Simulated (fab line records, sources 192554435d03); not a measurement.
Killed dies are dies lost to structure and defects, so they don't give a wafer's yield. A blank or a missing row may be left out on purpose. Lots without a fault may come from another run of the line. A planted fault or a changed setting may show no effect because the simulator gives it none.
Problem report in the 8D (eight disciplines) form, filled by code | flow n5_finfet | the parts of the form that need people (team, actions taken, sign-off) are left out

1. THE PROBLEM
spin_speed_rpm at N5_SDB_COAT_04 reads a mean of 1462.2 rpm on 6 wafers of 2 lots; wafers without a fault read 1500.0 rpm with a standard deviation of 1.1. That is -34 standard deviations from the usual mean.
The step: time 60 s, resist thk 18 nm.
First seen on wafer L654.1, day 7 12:35, on litho_track-01. The record holds 30 wafers of 10 lots with a number at this step. Rule for "out", or "out of limits": more than 4 standard deviations from the usual mean. The other wafers with a number count as sound.

2. WHAT IT IS AND WHAT IT IS NOT
question                    | is                     | is not
which readings at this step | spin_speed_rpm         | heater_power_total_W
which lots                  | L654, L655             | L640, L641, L642, L643, L644, L647, L657, L660
which wafers of those lots  | all that have a number | -
read on which tools         | litho_track-01         | litho_track-04, litho_track-05
when                        | from day 7 12:35       | up to then (18 sound wafers); but 6 sound wafers of L657, L660 came after

3. SUSPECTS, AND WHAT RULES EACH OUT
Counting: a tool at a process step up to the reading stays a suspect if it ran every lot that is out and no sound lot after the first of them.
- litho_track-01 at N5_SDB_COAT_04 (time 60 s, resist thk 18 nm): kept. It ran every lot that is out, first L654 (day 7 12:35), and no sound lot after that; its last sound lot up to then is L642 (day 4 14:57). Its own readings are out on those wafers: spin_speed_rpm.
Left after counting: litho_track-01 at N5_SDB_COAT_04.

4. THE CAUSE (what the simulator had put in)
Process parameter drift: litho_track-01, from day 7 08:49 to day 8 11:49, at N5_SDB_COAT_04. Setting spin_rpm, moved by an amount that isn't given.
Counting left only this tool.

5. THE CHAIN OF EFFECTS, in route order
Each row: a reading whose mean over the struck wafers that have a number lies more than 3 standard deviations from the usual. Only readings for which the record gives a usual standard deviation are gone through. hours: the time from each lot's start at the first step in this table that gives one to its start at this step, as a median over the lots. sigmas: the change in usual standard deviations.
hours | step           | reading        | usual      | on struck wafers | change | sigmas
0     | N5_SDB_COAT_04 | spin_speed_rpm | 1500.0 rpm | 1462.2           | -37.8  | -34
The process steps in it:
- N5_SDB_COAT_04: time 60 s, resist thk 18 nm.
Later measuring or inspecting steps at which every struck wafer that the step has a row for has a number for every such reading, and none has moved that far: N5_SDB_CD_MEAS_11.

6. WHAT WOULD HAVE CAUGHT IT SOONER
In this record the first reading out of limits was taken at day 7 12:35, 4 hours after the fault began at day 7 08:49.
